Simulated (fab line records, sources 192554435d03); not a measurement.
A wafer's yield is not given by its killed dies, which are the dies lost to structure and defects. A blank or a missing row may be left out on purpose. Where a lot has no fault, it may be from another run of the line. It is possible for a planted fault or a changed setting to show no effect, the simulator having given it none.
Split-lot trial | flow n5-finfet | 21 wafers read from 7 lots, route of 1938 steps

## THE SPLIT
At N5_BEOL_M1_ILD_DEP_00 (deposits SiOC from DEMS/O2, target thk 79 nm, time 15.3 s), the setting time-s was moved away from the recipe's 15.3 s on 3 of the 21 wafers read, by -13.5% to +5.3%. The other wafers ran this setting at the recipe's value.

Between the split and the reading, the file records no step.

## THE READING
M1_ILD_THK, in nm, at N5_BEOL_M1_THK_MEAS_01. On this fab line, fault-free wafers typically give 79.5 nm with a standard deviation of 0.94 nm.

wafer  | tool, chamber at the split | time-s as run, s | against the recipe | M1_ILD_THK, nm | against lot-mates on the recipe
L074.2 | pecvd-01, 0                | 15.3             | recipe             | 79.8           | -
L074.3 | pecvd-01, 2                | 13.63            | -10.9%             | 69.7           | -10.8
L074.6 | pecvd-01, 0                | 15.3             | recipe             | 81.3           | -
L075.1 | pecvd-01, 1                | 15.3             | recipe             | 79.6           | -
L075.4 | pecvd-01, 0                | 15.3             | recipe             | 80.5           | -
L075.6 | pecvd-01, 2                | 15.3             | recipe             | 79.8           | -
L086.3 | pecvd-04, 2                | 15.3             | recipe             | 77.3           | -
L086.5 | pecvd-04, 1                | 15.3             | recipe             | 79.5           | -
L086.6 | pecvd-04, 0                | 15.3             | recipe             | 79.0           | -
L088.2 | pecvd-01, 1                | 15.3             | recipe             | 79.6           | -
L088.3 | pecvd-01, 0                | 15.3             | recipe             | 78.9           | -
L088.6 | pecvd-01, 1                | 16.11            | +5.3%              | 84.6           | +5.3
L089.1 | pecvd-02, 1                | 15.3             | recipe             | 79.7           | -
L089.4 | pecvd-02, 1                | 13.23            | -13.5%             | 68.5           | -11.5
L089.6 | pecvd-02, 1                | 15.3             | recipe             | 80.3           | -
L095.1 | pecvd-02, 2                | 15.3             | recipe             | 79.0           | -
L095.3 | pecvd-02, 0                | 15.3             | recipe             | 78.1           | -
L095.4 | pecvd-02, 0                | 15.3             | recipe             | 78.8           | -
L096.1 | pecvd-04, 1                | 15.3             | recipe             | 79.6           | -
L096.2 | pecvd-04, 2                | 15.3             | recipe             | 79.8           | -
L096.6 | pecvd-04, 2                | 15.3             | recipe             | 80.8           | -

THE FIT
A straight line over all 21 wafers: M1_ILD_THK changes by +0.86 nm for each +1% of time-s; r = +0.97; the points scatter about the line by 0.91 nm.
The same after taking each lot's own level away (the mean of its wafers on the recipe; 21 wafers): +0.917 nm for each +1%; r = +0.99; scatter 0.64 nm.
Per that fit: largest time-s move, reading shift of 12 nm.
Across the lots, their own levels run from 78.60 to 80.55 nm, a range of 2.1 times the standard deviation given above.
So the lot-to-lot level changes the slope little: the two slopes agree.
Check: with one of the wafers moved furthest among these (-13.5%) left out of the fit, the line predicts -13.5 nm for it against its lot-mates. Against them it came out at -11.5 nm.

## THESE WAFERS: OTHER SPLITS
Before the reading, these wafers also passed through other splits. Each is held against what the fit with the lots' levels taken away leaves over:
other split on the same wafers   | wafers away from the commonest value | r with M1_ILD_THK (lot level and that fit taken away)
N5_BEOL_M0_SAQP_COAT_08 spin-rpm | 10                                   | +0.52
N5_BEOL_M0_SAQP_ETCH_107 bias-w  | 10                                   | +0.15

## THE WHOLE CHAIN: every reading that the file lists as answering this split, in the file's order
step                   | what it does                                              | reading                                                                            | change (the file's fit)               | r (the file's)
N5_BEOL_M1_ILD_DEP_00  | deposits SiOC from DEMS/O2, target thk 79 nm, time 15.3 s | SiOC_of_BEOL_M1_ILD_DEP_00.thk-nm (the simulator's own value, which no gauge read) | +0.916 nm for each +1% of the setting | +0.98
N5_BEOL_M1_THK_MEAS_01 |                                                           | M1_ILD_THK                                                                         | +0.916 for each +1% of the setting    | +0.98

## THE FILE'S OWN FIT
M1_ILD_THK changes by +0.916 nm for each +1% of time-s, r = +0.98.
